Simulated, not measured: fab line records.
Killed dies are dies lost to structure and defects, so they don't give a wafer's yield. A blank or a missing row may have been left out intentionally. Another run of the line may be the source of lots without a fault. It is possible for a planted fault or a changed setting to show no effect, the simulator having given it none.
Matching of chambers + flow nand harc + rie diel-06 running NHARC_A_BLC_STRIP_29: 4 sister chambers
The step strips in CF4. 27 wafers are shown with their chamber, then 12 later ones without.

WAFERS WITH THEIR CHAMBER
| wafer  | chamber | drypump motor current A (A) | oes product au (a.u.) | rf vpp V (V) |
|--------|---------|-----------------------------|-----------------------|--------------|
| L075.2 | 1       | 5.5                         | 0.999                 | 58.2         |
| L075.4 | 2       | 5.8                         | 1.017                 | 59.9         |
| L075.5 | 1       | 5.6                         | 0.993                 | 59.4         |
| L074.3 | 0       | 6.3                         | 1.002                 | 59.2         |
| L074.4 | 3       | 5.3                         | 1.012                 | 59.0         |
| L074.6 | 2       | 5.8                         | 1.021                 | 59.9         |
| L077.3 | 3       | 5.3                         | 1.021                 | 60.0         |
| L077.5 | 3       | 5.3                         | 0.997                 | 60.0         |
| L077.6 | 0       | 6.4                         | 1.003                 | 58.9         |
| L081.1 | 1       | 5.6                         | 0.999                 | 59.4         |
| L081.4 | 0       | 6.3                         | 1.000                 | 59.6         |
| L081.6 | 0       | 6.3                         | 1.013                 | 59.4         |
| L080.2 | 1       | 5.5                         | 0.997                 | 59.3         |
| L080.3 | 2       | 5.7                         | 1.022                 | 60.2         |
| L080.6 | 1       | 5.5                         | 0.997                 | 59.0         |
| L085.1 | 1       | 5.6                         | 1.012                 | 59.5         |
| L085.2 | 0       | 6.4                         | 1.019                 | 59.3         |
| L085.3 | 3       | 5.2                         | 1.004                 | 60.3         |
| L085.4 | 2       | 5.8                         | 1.025                 | 59.1         |
| L085.5 | 0       | 6.4                         | 1.017                 | 58.6         |
| L085.6 | 3       | 5.3                         | 1.010                 | 60.3         |
| L090.1 | 2       | 5.7                         | 1.023                 | 58.8         |
| L090.3 | 3       | 5.3                         | 1.017                 | 59.5         |
| L090.5 | 0       | 6.3                         | 1.003                 | 58.0         |
| L088.1 | 3       | 5.3                         | 1.010                 | 59.0         |
| L088.2 | 0       | 6.3                         | 1.012                 | 58.7         |
| L088.4 | 2       | 5.8                         | 1.018                 | 60.7         |

SIGNATURES (means of the wafers above)
| reading                 | chamber 0 | chamber 1 | chamber 2 | chamber 3 | scatter within a chamber |
|-------------------------|-----------|-----------|-----------|-----------|--------------------------|
| drypump motor current A | 6.338     | 5.550     | 5.767     | 5.286     | 0.0492                   |
| oes product au          | 1.00862   | 0.99950   | 1.02100   | 1.01014   | 0.00668                  |
| rf vpp V                | 58.962    | 59.133    | 59.767    | 59.729    | 0.57                     |
Rule: a wafer lies at a distance from a chamber equal to the root of the sum of squares, over the readings, of (its reading less the chamber's mean, divided by the reading's scatter). The wafer belongs to the nearest chamber; if the next one is less than 2 further off, it can't be placed. The scatter: take each reading less its chamber's mean, square it, sum over the shown wafers, divide by the number of wafers less the number of chambers, and take the root.

WAFERS WITH NO CHAMBER GIVEN
| wafer  | drypump motor current A (A) | oes product au (a.u.) | rf vpp V (V) |
|--------|-----------------------------|-----------------------|--------------|
| L089.3 | 6.4                         | 0.988                 | 59.3         |
| L089.4 | 5.6                         | 1.000                 | 59.2         |
| L089.6 | 5.6                         | 1.005                 | 57.7         |
| L094.2 | 5.8                         | 1.016                 | 59.0         |
| L094.3 | 5.3                         | 1.011                 | 57.7         |
| L094.4 | 5.6                         | 1.004                 | 58.9         |
| L095.1 | 6.3                         | 1.000                 | 58.9         |
| L095.4 | 5.3                         | 1.000                 | 59.9         |
| L095.6 | 5.8                         | 1.013                 | 58.9         |
| L096.4 | 6.3                         | 0.995                 | 58.4         |
| L096.5 | 6.4                         | 0.997                 | 59.6         |
| L096.6 | 5.5                         | 1.010                 | 57.3         |

WHICH CHAMBER EACH WENT THROUGH
| wafer  | from the rows above | in truth |
|--------|---------------------|----------|
| L089.3 | 0                   | 0        |
| L089.4 | 1                   | 1        |
| L089.6 | 1                   | 1        |
| L094.2 | 2                   | 2        |
| L094.3 | 3                   | 3        |
| L094.4 | 1                   | 1        |
| L095.1 | 0                   | 0        |
| L095.4 | 3                   | 3        |
| L095.6 | 2                   | 2        |
| L096.4 | 0                   | 0        |
| L096.5 | 0                   | 0        |
| L096.6 | 1                   | 1        |
Placed correctly: 12 of 12. From these rows, 0 cannot be placed. Number placed wrongly: 0.
